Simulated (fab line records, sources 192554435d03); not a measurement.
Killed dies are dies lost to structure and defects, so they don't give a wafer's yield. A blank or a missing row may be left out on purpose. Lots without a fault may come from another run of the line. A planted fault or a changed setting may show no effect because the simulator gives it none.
Which tool did it? | flow n5_finfet | 13 lots, 39 wafers sampled, at 3 steps of a route of 1938

WHAT THE GAUGES READ, wafer by wafer
The record holds no reading of a measuring or inspecting step that can be judged against a usual standard deviation.

WHICH TOOL RAN EACH LOT (tool, then ch and the chambers of the sampled wafers, then the start)
lot  | N5_BEOL_M1_SPUTTER_48        | N5_PASSIVATION_PASS_ETCH_74        | N5_PASSIVATION_PROBE_49
L972 | pvd_sputter-02, day 7 01:14  | rie_diel-04 ch 1,2, day 13 20:02   | prober-02, day 14 04:22
L970 | pvd_sputter-03, day 7 04:29  | rie_diel-05 ch 0,2,3, day 13 10:32 | -
L973 | pvd_sputter-02, day 7 10:35  | rie_diel-05 ch 0,1, day 13 22:13   | prober-02, day 14 05:54
L974 | pvd_sputter-01, day 7 11:16  | rie_diel-02 ch 1,2,3, day 14 05:20 | prober-01, day 14 11:45
L975 | pvd_sputter-01, day 7 18:46  | rie_diel-02 ch 0,1,3, day 13 22:11 | -
L977 | pvd_sputter-02, day 8 10:21  | rie_diel-04 ch 1,2,3, day 14 23:04 | -
L978 | pvd_sputter-01, day 9 02:44  | rie_diel-02 ch 1,2,3, day 15 14:16 | -
L981 | pvd_sputter-03, day 9 13:34  | rie_diel-05 ch 1,2,3, day 15 22:20 | prober-01, day 16 05:06
L982 | pvd_sputter-02, day 9 16:38  | rie_diel-02 ch 0,1,3, day 16 03:19 | -
L983 | pvd_sputter-02, day 10 16:16 | rie_diel-05 ch 0,1,3, day 16 06:38 | -
L987 | pvd_sputter-02, day 11 03:46 | rie_diel-02 ch 0,1,3, day 17 06:23 | prober-02, day 17 13:26
L990 | pvd_sputter-02, day 11 08:36 | rie_diel-05 ch 0,3, day 17 15:45   | prober-02, day 17 22:46
L992 | pvd_sputter-03, day 11 16:55 | rie_diel-05 ch 1,2,3, day 18 17:47 | -
- N5_BEOL_M1_SPUTTER_48: material Cu, target thk 4.5 nm, time 8.29 s.
- N5_PASSIVATION_PASS_ETCH_74: etches SiNx in CF4/O2, target depth 220 nm, time 110 s.
- N5_PASSIVATION_PROBE_49

WHAT THE TOOLS THEMSELVES READ (means of the sampled wafers that have a number; where no wafer has one, the mark that the record gives instead)
N5_BEOL_M1_SPUTTER_48.
lot  | tool           | throttle_valve_pct (%)
L972 | pvd_sputter-02 | 30.0
L970 | pvd_sputter-03 | 29.8
L973 | pvd_sputter-02 | 29.8
L974 | pvd_sputter-01 | 30.7
L975 | pvd_sputter-01 | 30.6
L977 | pvd_sputter-02 | 29.9
L978 | pvd_sputter-01 | 30.0
L981 | pvd_sputter-03 | 29.7
L982 | pvd_sputter-02 | 29.7
L983 | pvd_sputter-02 | 30.0
L987 | pvd_sputter-02 | 29.9
L990 | pvd_sputter-02 | 30.3
L992 | pvd_sputter-03 | 29.5

N5_PASSIVATION_PASS_ETCH_74.
lot  | tool        | cf4_flow_sccm (sccm) | drypump_motor_current_A (A) | oes_product_au (a.u.) | rf_vpp_V (V) | showerhead_plenum_p_Torr (Torr) | throttle_valve_pct (%)
L972 | rie_diel-04 | 99.95                | 5.8                         | 0.85                  | 246          | 2.27                            | 16.10
L970 | rie_diel-05 | 99.98                | 5.6                         | 0.85                  | 243          | 2.26                            | 15.89
L973 | rie_diel-05 | 99.82                | 6.0                         | 0.76                  | 245          | 2.23                            | 16.11
L974 | rie_diel-02 | 100.18               | 5.5                         | 0.85                  | 244          | 2.21                            | 16.03
L975 | rie_diel-02 | 100.20               | 5.5                         | 0.81                  | 243          | 2.16                            | 16.14
L977 | rie_diel-04 | 99.99                | 5.9                         | 0.83                  | 241          | 2.19                            | 16.10
L978 | rie_diel-02 | 99.84                | 5.6                         | 0.85                  | 244          | 2.20                            | 16.04
L981 | rie_diel-05 | 99.72                | 5.9                         | 0.74                  | 240          | 2.20                            | 16.12
L982 | rie_diel-02 | 99.83                | 5.5                         | 0.79                  | 243          | 2.16                            | 16.18
L983 | rie_diel-05 | 99.85                | 5.9                         | 0.78                  | 245          | 2.27                            | 15.99
L987 | rie_diel-02 | 100.02               | 5.5                         | 0.89                  | 243          | 2.15                            | 16.03
L990 | rie_diel-05 | 99.91                | 5.5                         | 0.86                  | 248          | 2.32                            | 15.83
L992 | rie_diel-05 | 100.11               | 5.9                         | 0.82                  | 240          | 2.19                            | 15.98

N5_PASSIVATION_PROBE_49.
lot  | tool      | defect_limited_yield (%) | killed_at_M0_to_M3 | killed_at_M4_up | killed_at_contacts | killed_at_front_end | killed_at_other | killed_dies | killed_on_rim | killed_open | killed_short | sort_bin_5_function (%) | sort_bin_6_memory (%) | sort_n_pass | sort_yield_pct (%)
L972 | prober-02 | 91.8                     | 39                 | 12              | 6                  | 40                  | 1.3             | 97          | 14            | 63          | 34           | 5.0                     | 2.9                   | 1083        | 91.8
L973 | prober-02 | 92.2                     | 33                 | 9               | 6                  | 43                  | 1.7             | 92          | 12            | 66          | 26           | 4.8                     | 2.8                   | 1088        | 92.2
L974 | prober-01 | 91.5                     | 32                 | 19              | 11                 | 34                  | 3.3             | 101         | 13            | 74          | 24           | 4.4                     | 3.9                   | 1079        | 91.5
L981 | prober-01 | 91.9                     | 34                 | 19              | 5                  | 35                  | 2.7             | 96          | 11            | 66          | 28           | 4.8                     | 3.0                   | 1084        | 91.9
L987 | prober-02 | 87.6                     | 56                 | 12              | 12                 | 65                  | 2.3             | 147         | 21            | 84          | 41           | 7.4                     | 4.4                   | 1033        | 87.6
L990 | prober-02 | 89.5                     | 51                 | 19              | 12                 | 39                  | 1.7             | 124         | 19            | 65          | 37           | 6.3                     | 3.5                   | 1056        | 89.5

THE ANSWER, worked out from the rows above alone
Rule: what is usual is taken from the lots themselves. Put in order of their means at a reading, lots are off if they are a third of the lots or fewer, leave a main group of 4 or more, and stand apart from it by a gap of 3 or more times the standard deviation of the main group's means; of several such gaps the widest counts. A main group whose means are all the same, to the digits that the tables above print for the reading, isn't used. A lot without any number at a reading at which 4 lots or more have one is off too. The other lots that the step has rows for count as sound. The gauges are gone through in route order, then the tools' own readings, and for those a lot's mean is taken as printed above. The first step at which some lot is off is used, and at that step the reading that is off furthest; a lot without a number counts as furthest.
Off: L987, L990, at N5_PASSIVATION_PROBE_49 (defect_limited_yield). The main group: mean 91.8 %, standard deviation 0.25. Neither off nor sound, because the step has no rows for them: L970, L975, L977, L978, L982, L983, L992.
A tool fits if, at that step or a process step before it, it ran every lot that is off, and no sound lot after the first of them. Can't be told from this: 2 tools fit, pvd_sputter-02 at N5_BEOL_M1_SPUTTER_48, prober-02 at N5_PASSIVATION_PROBE_49.

WHAT THE SIMULATOR HAD PUT IN
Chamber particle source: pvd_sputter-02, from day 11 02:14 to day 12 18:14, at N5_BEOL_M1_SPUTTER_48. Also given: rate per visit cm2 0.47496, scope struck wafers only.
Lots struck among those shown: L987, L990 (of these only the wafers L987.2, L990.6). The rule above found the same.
